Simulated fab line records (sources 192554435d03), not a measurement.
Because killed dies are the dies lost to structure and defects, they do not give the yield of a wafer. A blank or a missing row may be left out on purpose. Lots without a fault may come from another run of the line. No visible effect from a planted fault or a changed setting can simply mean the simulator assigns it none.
What tool caused it? + flow n5_finfet + route of 1938 steps, sampled at 1 step: 12 lots, 36 wafers

## WHAT EACH GAUGE READ, for each wafer
N5_BEOL_M6_INSPECT_13: inspects for defects (brightfield).
| lot  | measured     | on                | raw_defect_count |
|------|--------------|-------------------|------------------|
| L076 | day 10 23:43 | defect_inspect-02 | 528 603 547      |
| L075 | day 11 17:05 | defect_inspect-01 | 347 314 446      |
| L079 | day 12 01:43 | defect_inspect-02 | 520 305 285      |
| L081 | day 12 23:37 | defect_inspect-02 | 643 430 644      |
| L084 | day 13 04:35 | defect_inspect-02 | 466 490 555      |
| L085 | day 13 16:12 | defect_inspect-02 | 660 552 525      |
| L086 | day 14 10:41 | defect_inspect-02 | 672 669 503      |
| L089 | day 14 15:27 | defect_inspect-01 | 413 460 425      |
| L092 | day 15 07:49 | defect_inspect-02 | 485 514 679      |
| L093 | day 15 20:32 | defect_inspect-02 | 321 352 404      |
| L095 | day 16 01:14 | defect_inspect-02 | 411 388 341      |
| L097 | day 16 09:14 | defect_inspect-02 | 440 407 326      |

## TOOL THAT RAN EACH LOT (tool first, then ch and the chambers of the sampled wafers, then the start)
No process step before these readings appears in the record.

## THE ANSWER, worked out from the rows above alone
Rule: what is usual is taken from the lots themselves. Put in order of their means at a reading, lots are off if they are a third of the lots or fewer, leave a main group of 4 or more, and stand apart from it by a gap of 3 or more times the standard deviation of the main group's means; of several such gaps the widest counts. If all means in a main group match to the digits the tables above print for the reading, that group is not used. Also off: a lot with no number at a reading for which 4 or more lots have one. Where the step has rows for the other lots, those lots are counted as sound.
Nothing can be told from this: no lot is off at any reading shown.

## WHAT THE SIMULATOR PUT IN
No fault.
